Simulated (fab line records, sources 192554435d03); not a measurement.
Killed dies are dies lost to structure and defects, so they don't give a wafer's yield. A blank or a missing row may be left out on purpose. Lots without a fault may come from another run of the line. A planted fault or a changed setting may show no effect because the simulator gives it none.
Tool commonality check | flow n5_finfet | 10 lots, 29 wafers sampled

WHY IT WAS OPENED
At N5_BEOL_M15_RS_MEAS_54 the reading M15_RS is flagged on 2 of 10 lots. Wafers without a fault read 0.0216 ohm/sq, standard deviation 0.00031.
Rule: a lot is flagged when every wafer of it that has a number lies more than 4 standard deviations from that mean, or none has a number. The other lots count as sound.

lot  | measured     | on            | M15_RS (ohm/sq), wafer by wafer | flag
L851 | day 11 22:59 | film_metro-01 | 0.0216 0.0223 0.0216            |
L853 | day 12 11:55 | film_metro-01 | 0.0214 0.0217 0.0213            |
L855 | day 13 06:07 | film_metro-01 | 0.0215 0.0215 0.0215            |
L856 | day 13 12:07 | film_metro-02 | 32.747 32.600 32.417            | FLAGGED
L857 | day 14 08:54 | film_metro-02 | 33.691 33.708 33.638            | FLAGGED
L860 | day 15 04:23 | film_metro-01 | 0.0213 0.0216 0.0217            |
L866 | day 16 04:07 | film_metro-01 | 0.0218 0.0218 0.0218            |
L868 | day 16 10:55 | film_metro-02 | 0.0217 0.0220 0.0215            |
L869 | day 16 16:56 | film_metro-02 | 0.0219 0.0213                   |
L871 | day 17 13:58 | film_metro-02 | 0.0223 0.0212 0.0220            |
The numbers of the flagged lots are 33.1335 ohm/sq on average: +33.1119 ohm/sq against the usual, or +99 or more standard deviations.

WHICH TOOL RAN EACH LOT
The record holds 2 process steps before the reading, out of a route of 1938 steps. In each cell: the tool, then ch and the chambers that the sampled wafers went through, then the start.
lot  | flag    | N5_BEOL_M15_DEGAS_41         | N5_BEOL_M15_SPUTTER_45
L851 |         | pvd_sputter-03, day 11 21:40 | pvd_sputter-03, day 11 21:54
L853 |         | pvd_sputter-03, day 12 10:36 | pvd_sputter-03, day 12 10:50
L855 |         | pvd_sputter-02, day 13 04:47 | pvd_sputter-02, day 13 05:02
L856 | FLAGGED | pvd_sputter-03, day 13 10:48 | pvd_sputter-03, day 13 11:02
L857 | FLAGGED | pvd_sputter-01, day 14 07:35 | pvd_sputter-01, day 14 07:49
L860 |         | pvd_sputter-01, day 15 02:50 | pvd_sputter-01, day 15 03:04
L866 |         | pvd_sputter-01, day 16 02:45 | pvd_sputter-01, day 16 02:59
L868 |         | pvd_sputter-03, day 16 09:11 | pvd_sputter-03, day 16 09:25
L869 |         | pvd_sputter-01, day 16 15:05 | pvd_sputter-01, day 16 15:19
L871 |         | pvd_sputter-03, day 17 12:37 | pvd_sputter-03, day 17 12:52
What these steps do:
- N5_BEOL_M15_DEGAS_41: time 60 s.
- N5_BEOL_M15_SPUTTER_45: material Cu, target thk 100 nm, time 16.67 s.
- N5_BEOL_M15_RS_MEAS_54: measures by four-point-probe.

FLAGGED OVER TOTAL, TOOL BY TOOL (the gauges that took the reading come last)
step                   | tool           | lots run | flagged | share of the flagged lots | sound lots run after its first flagged lot
N5_BEOL_M15_DEGAS_41   | pvd_sputter-01 | 4        | 1       | some                      | 3 (L860,L866,L869)
N5_BEOL_M15_DEGAS_41   | pvd_sputter-02 | 1        | 0       | none                      | -
N5_BEOL_M15_DEGAS_41   | pvd_sputter-03 | 5        | 1       | some                      | 2 (L868,L871)
N5_BEOL_M15_SPUTTER_45 | pvd_sputter-01 | 4        | 1       | some                      | 3 (L860,L866,L869)
N5_BEOL_M15_SPUTTER_45 | pvd_sputter-02 | 1        | 0       | none                      | -
N5_BEOL_M15_SPUTTER_45 | pvd_sputter-03 | 5        | 1       | some                      | 2 (L868,L871)
N5_BEOL_M15_RS_MEAS_54 | film_metro-01  | 5        | 0       | none                      | -
N5_BEOL_M15_RS_MEAS_54 | film_metro-02  | 5        | 2       | all                       | 3 (L868,L869,L871)

WHAT THE TABLE ALLOWS
1 row of the table ran every flagged lot: film_metro-02 at N5_BEOL_M15_RS_MEAS_54.
- film_metro-02 at N5_BEOL_M15_RS_MEAS_54: 2 of its 5 lots flagged. Sound lots ran on it after the first flagged one (L868, L869, L871), which a lasting fault on the whole tool wouldn't allow.
No row of the table ran every flagged lot and no sound lot after the first.

WHAT THE SIMULATOR HAD PUT IN
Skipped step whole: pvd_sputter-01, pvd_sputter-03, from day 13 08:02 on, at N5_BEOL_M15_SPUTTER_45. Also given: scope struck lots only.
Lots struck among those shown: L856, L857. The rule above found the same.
